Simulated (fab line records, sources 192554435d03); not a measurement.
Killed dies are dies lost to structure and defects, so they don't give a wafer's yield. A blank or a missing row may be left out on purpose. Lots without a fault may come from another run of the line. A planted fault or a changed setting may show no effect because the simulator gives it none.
fab line records | flow n5_finfet
record lots=12 wafers=36 last_day=19
route steps=1938 shown FIN_CUT@178 STI_FIN_REVEAL@183 DUMMY_GATE@219 PASSIVATION@1936
lots that met no fault: from a run of the same line without faults
start_h: hours from the record's first day to the start of the lot's first wafer shown | wait_h: hours since the lot's step before | " the same as in the row above | L1.1+2: a row that stands for several wafers | - no value, or no start given | * or withheld: withheld | < > ~ a bound
route shown NAME@n: a module of which the file shows steps, and the number in the route of the first | usual: mean/standard deviation of fault-free wafers | same: alike in all rows | chamber/n: place in a boat | sites: the reading at each site | _std_site: their standard deviation | _edge_site: outer sites' mean less inner sites' | radius_mm: how far each site lies from the wafer's centre | mask NAME#n: copy n | behind: the tool/chamber that last shaped the wafer | hold: why the lot was held/for how many hours/how that ended | device: the transistor (n, p or np) that didn't switch | end of line: the same wafers' tests at the end of the route | a step without rows: its recipe alone | killed: dies lost to structure and defects at the first sort, not the wafer's yield | map: a wafer's dies, x killed, . not, _ none there
set.NAME: the setting as run; set.NAME@STEP: as run at that earlier step | model.NAME: the simulator's own value behind a step, which no gauge read
steps of the route over a sample of lots; a table a step, a row a wafer
services: from which hour (start_h, from the record's first day; less than 0 if before it) a tool's chamber was out of use, for how many hours, and why
## steps
# step N5_FIN_CUT_STRIP_22
# recipe chemistry=N2/H2 power_w=500 temp_c=40 pressure_mtorr=50 rf_frequency_hz=6e+07 overash_fraction=0.3 bias_power_w=8 h2_frac=0.5 n2_flow_sccm=300 h2_flow_sccm=300
# usual drypump_motor_current_A=5.7/0.35 oes_product_au=0.77/0.054 rf_vpp_V=54.1/2.3 showerhead_plenum_p_Torr=3.35/0.098 throttle_valve_pct=19.18/0.28
# columns lot.wafer tool chamber start_h wait_h drypump_motor_current_A oes_product_au rf_hours_counter_h rf_vpp_V showerhead_plenum_p_Torr throttle_valve_pct
L251.2 rie_diel-01 2 34.19 0.3 5.5 0.77 123 55.6 3.52 18.93
L251.3 " 3 " " 6.5 0.77 140 55.3 3.24 19.17
L251.5 " 2 " " 5.5 0.78 - 57.3 3.52 18.94
L252.1 rie_diel-01 0 40.45 0.0 5.7 0.75 145 54.8 3.38 19.12
L252.4 " 3 " " 6.5 0.76 141 53.4 3.24 19.18
L252.5 " 2 " " 5.5 0.78 - 59.5 3.51 18.92
L253.3 rie_diel-01 0 46.66 0.1 5.7 0.75 147 53.3 3.38 19.16
L253.5 " 1 " " 6.1 0.77 - 50.7 3.37 19.46
L253.6 " 0 " " 5.8 0.78 - 53.4 3.38 19.19
L256.1 rie_diel-02 0 65.24 0.0 5.8 0.93 18 49.3 3.31 18.57
L256.2 " 2 " " 5.7 0.74 162 52.0 3.35 19.12
L256.6 " 0 " " 5.8 0.94 - 56.6 3.31 18.58
L257.2 rie_diel-01 3 68.97 0.0 6.5 0.76 149 56.0 3.24 19.14
L257.3 " 0 " " 5.7 0.76 153 54.7 3.38 19.18
L257.5 " 1 " " 6.0 0.77 - 58.6 3.36 19.48
L258.4 rie_diel-02 3 76.64 0.1 5.1 0.69 243 50.1 3.17 19.26
L258.5 " 3 " " 5.0 0.69 - 55.5 3.17 19.26
L258.6 " 2 " " 5.6 0.75 - 50.9 3.35 19.14
L259.2 rie_diel-02 3 82.02 0.1 5.0 0.69 245 58.0 3.17 19.21
L259.3 " 1 " " 5.6 0.77 155 57.5 3.50 19.10
L259.5 " 1 " " 5.6 0.76 - 55.0 3.50 19.16
L260.1 rie_diel-03 2 88.73 0.0 5.3 0.80 114 54.1 3.36 18.80
L260.4 " 3 " " 5.5 0.77 168 48.4 3.34 19.43
L260.6 " 0 " " 5.5 0.78 - 54.5 3.37 19.48
L261.2 rie_diel-02 1 97.12 0.1 5.6 0.76 160 57.5 3.50 19.13
L261.3 " 3 " " 5.1 0.70 250 53.2 3.17 19.24
L261.6 " 0 " " 5.8 0.89 - 51.7 3.31 18.59
L265.2 rie_diel-01 0 117.95 0.0 5.8 0.73 166 53.8 3.37 19.19
L265.4 " 3 " " 6.5 0.75 163 54.3 3.23 19.21
L265.5 " 2 " " 5.5 0.74 - 51.7 3.50 19.00
L266.2 rie_diel-02 0 125.12 0.1 5.8 0.87 37 59.1 3.30 18.62
L266.3 " 2 " " 5.7 0.75 179 58.1 3.34 19.18
L266.4 " 3 " " 5.0 1.02 2 48.9 3.57 18.79
L272.3 rie_diel-03 2 161.80 0.1 5.4 0.75 139 51.8 3.34 18.80
L272.5 " 3 " " 5.5 0.74 - 52.5 3.33 19.47
L272.6 " 0 " " 5.4 0.76 - 54.7 3.36 19.56
# step N5_STI_FIN_REVEAL_ALD_00
# recipe material=SiO2 target_thk_a=10 temp_c=300 ald_precursor_family=BDEAS ald_co_reactant=O2-plasma pulse_time_s=1 pressure_torr=2
# usual heater_power_w=478/53 precursor_pulse_height_rel=1.002/0.02
# columns lot.wafer tool chamber start_h wait_h heater_power_w precursor_pulse_height_rel
L251.2 ald_sin-01 1 34.72 0.4 491 1.005
L251.3 " 0 " " 541 1.006
L251.5 " 2 " " 472 1.027
L252.1 ald_sin-03 0 40.64 0.0 452 0.999
L252.4 " 3 " " 421 0.993
L252.5 " 0 " " 452 1.020
L253.3 ald_sin-04 2 46.86 0.0 445 1.033
L253.5 " 3 " " 517 0.992
L253.6 " 2 " " 451 0.993
L256.1 ald_sin-03 3 65.43 0.0 412 1.013
L256.2 " 1 " " 563 1.014
L256.6 " 1 " " 580 1.001
L257.2 ald_sin-04 1 69.17 0.0 442 1.015
L257.3 " 2 " " 433 0.993
L257.5 " 0 " " 412 0.998
L258.4 ald_sin-01 0 76.86 0.1 520 1.011
L258.5 " 2 " " 459 0.989
L258.6 " 1 " " 513 1.005
L259.2 ald_sin-01 1 82.22 0.0 498 0.981
L259.3 " 0 " " 535 1.000
L259.5 " 2 " " 455 0.999
L260.1 ald_sin-03 2 90.68 1.8 457 0.991
L260.4 " 0 " " 446 1.002
L260.6 " 3 " " 429 0.976
L261.2 ald_sin-04 2 97.32 0.0 439 1.001
L261.3 " 3 " " 558 1.038
L261.6 " 1 " " 428 0.996
L265.2 ald_sin-01 3 118.14 0.0 565 0.994
L265.4 " 1 " " 506 1.000
L265.5 " 2 " " 468 1.032
L266.2 ald_sin-03 2 125.32 0.0 468 0.974
L266.3 " 3 " " 425 0.994
L266.4 " 1 " " 562 1.007
L272.3 ald_sin-04 3 161.99 0.0 551 0.993
L272.5 " 1 " " 418 1.020
L272.6 " 2 " " 438 1.010
# step N5_STI_FIN_REVEAL_PRECLEAN_18
# recipe chemistry=SC2 time_s=45 temp_c=35 mix=1:1:50
# columns lot.wafer tool chamber start_h wait_h
L251.2+3+5 wet_bench-06 2,6,7 43.79 0.0
L252.1+4+5 wet_bench-04 2,6,7 50.23 0.0
L253.3+5+6 wet_bench-04 5,1,6 56.14 0.0
L256.1+2+6 wet_bench-06 5,2,0 74.09 0.0
L257.2+3+5 wet_bench-04 7,5,0 77.77 0.0
L258.4+5+6 wet_bench-06 1,7,5 85.51 0.0
L259.2+3+5 wet_bench-04 7,1,0 90.88 0.0
L260.1+4+6 wet_bench-05 0,7,3 99.34 0.0
L261.2+3+6 wet_bench-05 2,3,4 105.95 0.0
L265.2+4+5 wet_bench-05 0,1,2 126.77 0.0
L266.2+3+4 wet_bench-05 7,0,1 134.12 0.0
L272.3+5+6 wet_bench-05 1,6,7 170.93 0.0
# step N5_STI_FIN_REVEAL_INSPECT_13
# recipe inspect_instrument=darkfield mode=post_clean
# usual raw_defect_count=11/4.3
# columns lot.wafer tool chamber start_h wait_h raw_defect_count
L251.2 defect_inspect-02 - 43.84 0.0 6
L251.3 " - " " 6
L251.5 " - " " 6
L252.1 defect_inspect-01 - 50.32 0.0 9
L252.4 " - " " 6
L252.5 " - " " 12
L253.3 defect_inspect-02 - 56.19 0.0 12
L253.5 " - " " 3
L253.6 " - " " 8
L256.1 defect_inspect-02 - 74.15 0.0 14
L256.2 " - " " 8
L256.6 " - " " 8
L257.2 defect_inspect-01 - 77.83 0.0 25
L257.3 " - " " 16
L257.5 " - " " 18
L258.4 defect_inspect-02 - 85.57 0.0 5
L258.5 " - " " 15
L258.6 " - " " 7
L259.2 defect_inspect-01 - 90.95 0.0 6
L259.3 " - " " 12
L259.5 " - " " 15
L260.1 defect_inspect-02 - 99.40 0.0 11
L260.4 " - " " 9
L260.6 " - " " 5
L261.2 defect_inspect-01 - 106.01 0.0 12
L261.3 " - " " 15
L261.6 " - " " 6
L265.2 defect_inspect-02 - 126.82 0.0 11
L265.4 " - " " 12
L265.5 " - " " 8
L266.2 defect_inspect-01 - 134.17 0.0 12
L266.3 " - " " 11
L266.4 " - " " 603
L272.3 defect_inspect-02 - 170.99 0.0 610
L272.5 " - " " 14
L272.6 " - " " 7
# step N5_DUMMY_GATE_THK_MEAS_05
# usual thk_nm=72.2/0.86
# columns lot.wafer tool chamber start_h wait_h thk_nm
L251.2 film_metro-01 - 48.02 0.1 71.5
L251.3 " - " " 71.2
L251.5 " - " " 71.5
L252.1 film_metro-02 - 57.67 0.2 71.5
L252.4 " - " " 73.2
L252.5 " - " " 72.7
L253.3 film_metro-02 - 64.16 0.1 70.9
L253.5 " - " " 71.3
L253.6 " - " " 71.9
L257.2 film_metro-01 - 82.60 0.2 72.1
L257.3 " - " " 72.6
L257.5 " - " " 71.9
L256.1 film_metro-01 - 82.80 0.2 69.9
L256.2 " - " " 73.9
L256.6 " - " " 73.0
L258.4 film_metro-01 - 90.53 0.2 72.7
L258.5 " - " " 71.3
L258.6 " - " " 72.8
L259.2 film_metro-01 - 98.91 0.1 71.9
L259.3 " - " " 71.4
L259.5 " - " " 71.1
L260.1 film_metro-02 - 103.57 0.2 70.5
L260.4 " - " " 71.2
L260.6 " - " " 72.8
L261.2 film_metro-01 - 110.19 0.2 70.5
L261.3 " - " " 71.9
L261.6 " - " " 70.0
L265.2 film_metro-02 - 131.83 0.1 73.3
L265.4 " - " " 72.5
L265.5 " - " " 73.2
L266.2 film_metro-02 - 139.15 0.1 72.0
L266.3 " - " " 71.7
L266.4 " - " " 72.2
L272.3 film_metro-02 - 179.73 0.1 72.3
L272.5 " - " " 72.6
L272.6 " - " " 70.5
# step N5_PASSIVATION_PROBE_49
# usual killed_at_M0_to_M3=36/11 killed_at_M4_up=14/5.2 killed_at_contacts=12/6.1 killed_at_front_end=40/12 killed_at_other=3.2/2.5 killed_dies=105/16 killed_open=68/12 killed_short=35/8.7
# same gross_dies=1180 killed_at_back_side=0
# columns lot.wafer tool chamber start_h wait_h killed_at_M0_to_M3 killed_at_M4_up killed_at_contacts killed_at_front_end killed_at_other killed_dies killed_open killed_short
L258.4 prober-02 - 338.34 0.2 30 6 38 27 6 107 68 38
L258.5 prober-02 - 338.39 0.2 28 12 12 33 2 87 57 26
L258.6 prober-02 - 338.44 0.3 44 18 9 28 8 107 47 59
L256.2 prober-02 - 352.77 0.1 36 14 19 39 3 111 79 30
L256.6 prober-02 - 352.97 0.3 33 14 4 36 4 91 54 33
L266.2 prober-01 - 412.03 0.1 22 10 6 35 0 73 49 24
L266.3 prober-01 - 412.08 0.1 18 12 4 32 4 70 52 18
L266.4 prober-01 - 412.13 0.2 34 13 9 157 3 216 56 32
L272.3 prober-02 - 458.45 0.1 39 13 8 140 7 207 59 22
L272.5 prober-02 - 458.55 0.2 49 18 13 27 1 108 71 34
L272.6 prober-02 - 458.60 0.3 52 16 6 36 1 111 72 34
# killed by level:class
L258.4 MOL_CONTACT_COAG:geometric_particle:open=30 MOL_CONTACT_COAG:geometric_particle:short=8 BEOL_M0_SAQP:geometric_particle:short=7 FIN_SAQP:geometric_particle:open=6 BEOL_M0_SAQP:geometric_particle:open=6 FIN_SAQP:geometric_particle:short=5 BEOL_M3:geometric_particle:open=5 STI_FIN_REVEAL:geometric_particle:open=4
L258.5 MOL_CONTACT_COAG:geometric_particle:open=11 BEOL_M0_SAQP:geometric_particle:open=8 FIN_SAQP:geometric_particle:open=6 FIN_SAQP:geometric_particle:short=6 BEOL_M0_SAQP:geometric_particle:short=6 GATE_CUT:geometric_particle:open=5 BEOL_M3:geometric_particle:open=5 STARTING-WAFER:geometric_particle:open=4
L258.6 BEOL_M0_SAQP:geometric_particle:short=26 FIN_SAQP:geometric_particle:short=12 BEOL_M0_SAQP:geometric_particle:open=11 MOL_CONTACT_COAG:geometric_particle:open=7 FIN_SAQP:geometric_particle:open=4 BEOL_M4:geometric_particle:open=4 GATE_CUT:geometric_particle:short=3 BEOL_M5:geometric_particle:open=3
L256.2 STI_FIN_REVEAL:geometric_particle:open=14 MOL_CONTACT_COAG:geometric_particle:open=13 BEOL_M0_SAQP:geometric_particle:open=10 FIN_SAQP:geometric_particle:short=8 BEOL_M4:geometric_particle:open=6 BEOL_M1:geometric_particle:open=6 BEOL_M3:geometric_particle:open=6 MOL_CONTACT_COAG:geometric_particle:short=5
L256.6 STI_FIN_REVEAL:geometric_particle:open=10 BEOL_M3:geometric_particle:short=9 BEOL_M4:geometric_particle:open=7 FIN_SAQP:geometric_particle:open=6 BEOL_M0_SAQP:geometric_particle:short=6 BEOL_M3:geometric_particle:open=6 DUMMY_GATE:geometric_particle:open=5 MOL_CONTACT_COAG:geometric_particle:open=4
L266.2 FIN_SAQP:geometric_particle:short=13 FIN_SAQP:geometric_particle:open=7 BEOL_M0_SAQP:geometric_particle:open=7 STI_FIN_REVEAL:geometric_particle:open=6 MOL_CONTACT_COAG:geometric_particle:open=6 BEOL_M3:geometric_particle:open=6 STARTING-WAFER:geometric_particle:short=4 BEOL_M2:geometric_particle:open=3
L266.3 STI_FIN_REVEAL:geometric_particle:open=8 FIN_SAQP:geometric_particle:open=7 BEOL_M7:geometric_particle:open=5 DUMMY_GATE:geometric_particle:open=4 BEOL_M2:geometric_particle:open=4 BEOL_M3:geometric_particle:open=4 FIN_SAQP:geometric_particle:short=3 MOL_CONTACT_COAG:geometric_particle:open=3
L266.4 STI_FIN_REVEAL:unspecified=128 FIN_SAQP:geometric_particle:open=11 BEOL_M1:geometric_particle:open=8 MOL_CONTACT_COAG:geometric_particle:open=7 BEOL_M3:geometric_particle:open=6 FIN_SAQP:geometric_particle:short=5 BEOL_M0_SAQP:geometric_particle:open=5 BEOL_M0_SAQP:geometric_particle:short=5
L272.3 STI_FIN_REVEAL:unspecified=119 BEOL_M2:geometric_particle:open=14 BEOL_M0:geometric_particle:short=8 BEOL_M0_SAQP:geometric_particle:open=7 BEOL_M1:geometric_particle:open=7 MOL_CONTACT_COAG:geometric_particle:open=6 MIM_TOP_ETCH:geometric_particle:open=6 STI_FIN_REVEAL:geometric_particle:open=5
L272.5 BEOL_M2:geometric_particle:open=15 MOL_CONTACT_COAG:geometric_particle:open=10 BEOL_M0_SAQP:geometric_particle:short=10 STI_FIN_REVEAL:geometric_particle:open=9 FIN_SAQP:geometric_particle:short=7 BEOL_M3:geometric_particle:open=6 BEOL_M0:geometric_particle:open=5 BEOL_M0:geometric_particle:short=5
L272.6 BEOL_M2:geometric_particle:open=28 BEOL_M0_SAQP:geometric_particle:open=9 FIN_SAQP:geometric_particle:short=8 MOL_CONTACT_COAG:geometric_particle:open=5 GATE_CUT:geometric_particle:short=5 BEOL_M2:geometric_particle:short=4 BEOL_M5:geometric_particle:open=4 STI_FIN_REVEAL:geometric_particle:open=3
## services
# columns tool chamber start_h hours kind
rie_diel-01 - 17.80 4.0 pm
rie_diel-03 3 40.81 3.0 repair
ald_sin-01 3 43.85 10.9 repair
ald_sin-01 - 51.41 6.0 pm
rie_diel-01 1 60.30 3.8 repair
ald_sin-01 1 61.03 4.4 repair
rie_diel-03 2 73.79 3.4 repair
ald_sin-01 3 76.17 3.8 repair
ald_sin-01 - 85.44 14.0 pm
ald_sin-01 0 85.44 14.0 vent_cycle
ald_sin-01 1 85.44 14.0 vent_cycle
rie_diel-02 2 88.89 6.0 repair
rie_diel-03 0 96.09 2.1 repair
rie_diel-02 3 99.93 - clean
rie_diel-02 3 99.93 - consumable_replace:focus_ring
rie_diel-02 3 99.93 - consumable_replace:showerhead
rie_diel-02 3 99.93 17.9 scheduled_down
rie_diel-02 3 99.93 17.9 vent_cycle
ald_sin-04 - 118.54 6.1 pm
rie_diel-03 1 123.37 2.8 repair
ald_sin-03 - 126.49 14.6 pm
rie_diel-01 1 129.06 5.2 repair
rie_diel-01 1 149.61 2.3 repair
rie_diel-01 2 150.61 2.8 repair
## key
first_sign step=N5_STI_FIN_REVEAL_INSPECT_13 reading=raw_defect_count direction=up sigmas=99+ usual=11 struck=606
effect step=N5_PASSIVATION_PROBE_49 reading=killed_at_front_end direction=up sigmas=9.4 usual=40 struck=148
more_kills_born_at N5_STI_FIN_REVEAL_PRECLEAN_18@wet_bench-05=247
met_at N5_STI_FIN_REVEAL_PRECLEAN_18
struck_lots L266,L272
struck_wafers L266.4,L272.3
tester_left_out L266,L272
not_acting_at N5_FIN_CUT_STRIP_22,N5_STI_FIN_REVEAL_ALD_00,N5_DUMMY_GATE_THK_MEAS_05
onset_between 126.77 134.12
fault kind=chamber_particle_source tool=wet_bench-05 chamber=1 onset_h=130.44 steps=N5_STI_FIN_REVEAL_PRECLEAN_18 rate_per_visit_cm2=0.94521 end_h=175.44
# tester_left_out: of these lots the tester's yield and bins aren't shown, on N5 and GAA mostly nor the transistor test; their killed dies are dies lost to structure and defects alone, not to doping, threshold or leakage, so they don't give the yield
